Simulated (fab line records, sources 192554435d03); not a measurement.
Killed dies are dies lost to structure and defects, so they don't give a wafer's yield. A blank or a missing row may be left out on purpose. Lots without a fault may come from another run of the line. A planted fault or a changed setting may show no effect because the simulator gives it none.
fab line records | flow n5_finfet | part 2 of 2: steps 24 to 33 of 33
record lots=5 wafers=15 last_day=16
route steps=1938 shown BEOL_M14@1738
lots that met no fault: from a run of the same line without faults
start_h: hours from the record's first day to the start of the lot's first wafer shown | wait_h: hours since the lot's step before | " the same as in the row above | L1.1+2: a row that stands for several wafers | - no value, or no start given | * or withheld: withheld | < > ~ a bound
route shown NAME@n: a module of which the file shows steps, and the number in the route of the first | usual: mean/standard deviation of fault-free wafers | same: alike in all rows | chamber/n: place in a boat | sites: the reading at each site | _std_site: their standard deviation | _edge_site: outer sites' mean less inner sites' | radius_mm: how far each site lies from the wafer's centre | mask NAME#n: copy n | behind: the tool/chamber that last shaped the wafer | hold: why the lot was held/for how many hours/how that ended | device: the transistor (n, p or np) that didn't switch | end of line: the same wafers' tests at the end of the route | a step without rows: its recipe alone | killed: dies lost to structure and defects at the first sort, not the wafer's yield | map: a wafer's dies, x killed, . not, _ none there
set.NAME: the setting as run; set.NAME@STEP: as run at that earlier step | model.NAME: the simulator's own value behind a step, which no gauge read
lots at some steps of the route; a table a step, a row a wafer
services: from which hour (start_h, from the record's first day; less than 0 if before it) a tool's chamber was out of use, for how many hours, and why
## steps
# step N5_BEOL_M14_PRE_CLEAN_42
# recipe gas=H2/He time_s=30 temp_c=300
# usual heater_power_w=479/72 susceptor_temp_C=299.98/0.18
# columns lot.wafer tool chamber start_h wait_h heater_power_w susceptor_temp_C
L080.2 pvd_sputter-03 - 289.59 0.0 605 300.10
L080.4 " - " " 492 299.89
L080.6 " - " " 601 299.92
L083.1 pvd_sputter-02 - 311.99 0.0 533 299.93
L083.3 " - " " 321 300.42
L083.6 " - " " 600 300.02
L087.2 pvd_sputter-01 - 326.64 0.0 455 299.69
L087.4 " - " " 463 299.94
L087.5 " - " " 453 299.95
L093.1 pvd_sputter-02 - 364.94 0.0 447 300.03
L093.3 " - " " 339 300.02
L093.6 " - " " 594 299.96
L092.1 pvd_sputter-02 - 367.66 0.0 588 300.11
L092.3 " - " " 332 300.23
L092.4 " - " " 531 300.06
# step N5_BEOL_M14_SPUTTER_43
# recipe material=TaN target_thk_a=150 temp_c=50 bias_v=168.6 power_w=15000 chamber_pressure_pa=0.12 time_s=24.19
# usual susceptor_temp_C=50.01/0.11 throttle_valve_pct=30.6/1.3
# columns lot.wafer tool chamber start_h wait_h susceptor_temp_C throttle_valve_pct
L080.2 pvd_sputter-03 - 289.63 0.0 50.11 31.0
L080.4 " - " " 49.88 30.7
L080.6 " - " " 50.11 30.9
L083.1 pvd_sputter-02 - 312.03 0.0 49.95 31.1
L083.3 " - " " 50.04 31.7
L083.6 " - " " 50.02 31.0
L087.2 pvd_sputter-01 - 326.68 0.0 50.18 28.0
L087.4 " - " " 50.04 30.5
L087.5 " - " " 49.91 30.6
L093.1 pvd_sputter-02 - 364.98 0.0 50.06 32.6
L093.3 " - " " 50.12 31.8
L093.6 " - " " 49.95 31.0
L092.1 pvd_sputter-02 - 367.70 0.0 50.13 31.0
L092.3 " - " " 50.08 31.9
L092.4 " - " " 49.97 31.3
# step N5_BEOL_M14_SPUTTER_44
# recipe material=Ta target_thk_a=150 temp_c=50 bias_v=80 power_w=15000 chamber_pressure_pa=0.07 time_s=24.19
# usual susceptor_temp_C=50.00/0.12 throttle_valve_pct=30.6/1.4
# columns lot.wafer tool chamber start_h wait_h susceptor_temp_C throttle_valve_pct
L080.2 pvd_sputter-03 - 289.71 0.0 50.09 31.0
L080.4 " - " " 50.07 31.3
L080.6 " - " " 50.12 30.9
L083.1 pvd_sputter-02 - 312.11 0.0 50.03 31.1
L083.3 " - " " 49.92 31.7
L083.6 " - " " 49.88 31.0
L087.2 pvd_sputter-01 - 326.76 0.0 50.09 27.7
L087.4 " - " " 50.07 30.8
L087.5 " - " " 50.04 30.6
L093.1 pvd_sputter-02 - 365.06 0.0 50.01 32.5
L093.3 " - " " 50.14 31.8
L093.6 " - " " 49.82 31.0
L092.1 pvd_sputter-02 - 367.78 0.0 49.87 31.0
L092.3 " - " " 50.00 31.9
L092.4 " - " " 49.83 31.1
# step N5_BEOL_M14_SPUTTER_45
# recipe material=Cu target_thk_a=1000 temp_c=-20 bias_v=60 power_w=26000 chamber_pressure_pa=0.13 time_s=16.67
# usual susceptor_temp_C=-19.98/0.12 throttle_valve_pct=30.6/1.4
# columns lot.wafer tool chamber start_h wait_h susceptor_temp_C throttle_valve_pct
L080.2 pvd_sputter-03 - 289.79 0.0 -19.99 31.0
L080.4 " - " " -19.92 31.3
L080.6 " - " " -19.92 30.9
L083.1 pvd_sputter-02 - 312.19 0.0 -20.02 31.0
L083.3 " - " " -20.15 31.9
L083.6 " - " " -20.18 31.0
L087.2 pvd_sputter-01 - 326.84 0.0 -19.92 28.0
L087.4 " - " " -20.04 30.5
L087.5 " - " " -19.95 30.6
L093.1 pvd_sputter-02 - 365.14 0.0 -19.96 32.8
L093.3 " - " " -20.00 32.1
L093.6 " - " " -19.97 30.8
L092.1 pvd_sputter-02 - 367.86 0.0 -19.94 31.0
L092.3 " - " " -19.94 31.9
L092.4 " - " " -19.94 30.8
# step N5_BEOL_M14_ECD_47
# recipe material=Cu target_thk_a=12480
# columns lot.wafer tool chamber start_h wait_h
L080.2+4+6 ecd_cu-02 0,1,0 289.91 0.1
L083.1+3+6 ecd_cu-02 1,1,0 312.34 0.1
L087.2+4+5 ecd_cu-01 0 326.96 0.1
L093.1+3+6 ecd_cu-02 1,1,0 365.26 0.1
L092.1+3+4 ecd_cu-02 1,0,1 367.98 0.1
# step N5_BEOL_M14_ANNEAL_48
# recipe temp_c=225 time_s=90 ambient=N2
# usual wafer_temp_C_max=226.1/0.37
# columns lot.wafer tool chamber start_h wait_h wafer_temp_C_max
L080.2 rtp_anneal-02 0 290.36 0.4 225.6
L080.4 " 0 " " 226.3
L080.6 " 0 " " 225.9
L083.1 rtp_anneal-01 0 312.58 0.2 226.0
L083.3 " 0 " " 226.2
L083.6 " 0 " " 226.1
L087.2 rtp_anneal-01 0 328.36 1.3 226.0
L087.4 " 0 " " 226.1
L087.5 " 0 " " 226.4
L093.1 rtp_anneal-01 0 365.48 0.2 226.2
L093.3 " 0 " " 226.4
L093.6 " 0 " " 225.8
L092.1 rtp_anneal-02 0 368.17 0.1 226.0
L092.3 " 0 " " 226.2
L092.4 " 0 " " 226.0
# step N5_BEOL_M14_CMP_49
# recipe stop_on=SiO2 t_overpolish_s=5.2 down_force_psi=2 platen_rpm=80 clearing_platen_down_force_psi=2 clearing_platen_rpm=80 post_cmp_clean=cu_alkaline target_thk_nm=560 clearing_platen_pad_velocity_m_s=1.5917 pad_velocity_m_s=1.5917
# usual barrier_field_endpoint_s=11.34/0.29 motor_current_A=7.9/0.76 overpolish_run_s=5.199/0.0098 pad_life_wafers=838/480 time_to_endpoint_s=122/5.3
# columns lot.wafer tool chamber start_h wait_h barrier_field_endpoint_s motor_current_A overpolish_run_s pad_life_wafers time_to_endpoint_s
L080.2 cmp-03 0 290.61 0.2 11.19 7.9 5.211 564 121
L080.4 " 1 " " 11.62 7.7 5.190 565 127
L080.6 " 1 " " 11.65 7.7 5.204 - 128
L083.3 cmp-03 0 312.91 0.2 11.19 8.2 5.188 757 118
L083.1 " 2 " " 11.09 7.2 5.186 759 117
L083.6 " 3 " " 11.39 7.5 5.203 - 124
L087.4 cmp-01 1 328.63 0.1 11.94 8.8 5.206 1176 132
L087.2 " 2 " " 11.40 7.1 5.205 1177 119
L087.5 " 1 " " 12.00 8.6 5.207 - 132
L093.3 cmp-04 3 365.81 0.2 11.63 8.3 5.201 691 125
L093.1 " 1 " " 11.08 9.3 5.194 693 115
L093.6 " 2 " " 11.46 8.8 5.206 - 121
L092.3 cmp-03 2 368.47 0.2 11.50 7.4 5.201 1206 125
L092.4 " 3 " " 11.65 7.4 5.184 1207 127
L092.1 " 1 " " 11.38 8.0 5.200 1209 127
# step N5_BEOL_M14_THK_MEAS_50
# recipe thk_meas_gauge=xrf reads=Cu_of_BEOL_M14_ECD_47
# usual M14_THK=565/18
# columns lot.wafer tool chamber start_h wait_h M14_THK[nm]
L080.2 film_metro-01 - 290.91 - 600
L080.4 " - " " 581
L080.6 " - " " 605
L083.1 film_metro-01 - 313.17 - 593
L083.3 " - " " 548
L083.6 " - " " 597
L087.2 film_metro-02 - 328.92 - 548
L087.4 " - " " 555
L087.5 " - " " 555
L093.1 film_metro-01 - 366.07 - 548
L093.3 " - " " 559
L093.6 " - " " 566
L092.1 film_metro-01 - 368.76 - 592
L092.3 " - " " 550
L092.4 " - " " 568
# step N5_BEOL_M14_PRE_CLEAN_52
# recipe gas=NH3 time_s=15 temp_c=withheld rf_power_w=300
# columns lot.wafer tool chamber start_h wait_h
L080.2+4+6 pecvd-03 0,2,1 290.95 0.0
L083.1+3+6 pecvd-04 1,2,0 313.21 0.0
L087.2+4+5 pecvd-03 1,2,0 328.96 0.0
L093.1+3+6 pecvd-04 2 366.11 0.0
L092.1+3+4 pecvd-01 0,2,1 368.80 0.0
# step N5_BEOL_M14_DEP_53
# recipe material=SiCN target_thk_a=500 temp_c=withheld precursor=3MS/NH3 pressure_torr=3 rf_w=675 time_s=17.8
# usual showerhead_plenum_p_Torr=4.165/0.013 throttle_valve_pct=18.3/1
# columns lot.wafer tool chamber start_h wait_h showerhead_plenum_p_Torr throttle_valve_pct
L080.2 pecvd-03 0 290.97 0.0 4.159 17.9
L080.4 " 2 " " 4.150 17.3
L080.6 " 1 " " 4.146 18.2
L083.1 pecvd-04 1 313.23 0.0 4.156 19.2
L083.3 " 2 " " 4.169 16.4
L083.6 " 0 " " 4.185 19.2
L087.2 pecvd-03 1 328.98 0.0 4.159 18.4
L087.4 " 2 " " 4.154 17.5
L087.5 " 0 " " 4.153 17.6
L093.1 pecvd-04 2 366.14 0.0 4.160 16.3
L093.3 " 2 " " 4.155 16.4
L093.6 " 2 " " 4.165 16.3
L092.1 pecvd-01 0 368.82 0.0 4.183 19.2
L092.3 " 2 " " 4.171 17.5
L092.4 " 1 " " 4.155 18.4
## services
# columns tool chamber start_h hours kind
cmp-03 - 267.36 0.8 repair
krf_scanner-01 - 271.98 1.0 repair
pecvd-04 2 272.32 2.5 repair
cmp-04 - 275.10 4.0 pm
pecvd-03 1 275.80 7.2 repair
ecd_cu-01 - 282.79 1.7 repair
krf_scanner-02 - 283.70 0.3 repair
ecd_cu-01 - 291.88 3.2 repair
pecvd-01 2 298.12 1.9 repair
pecvd-01 - 301.37 14.6 pm
pecvd-03 - 308.30 0.8 pm
krf_scanner-02 - 316.64 0.8 pm
pvd_sputter-02 - 321.23 1.2 repair
krf_scanner-01 - 328.39 3.6 pm
pvd_sputter-01 - 330.79 2.4 repair
krf_scanner-01 - 335.63 1.0 pm
rie_diel-06 0 336.10 14.8 repair
rie_diel-05 0 345.00 5.6 repair
krf_scanner-01 - 346.98 1.3 pm
pecvd-01 1 348.44 6.4 repair
pecvd-04 0 363.60 6.3 repair
pecvd-03 - 364.88 2.7 repair
pvd_sputter-01 - 366.78 2.9 repair
pecvd-01 - 367.18 0.7 repair
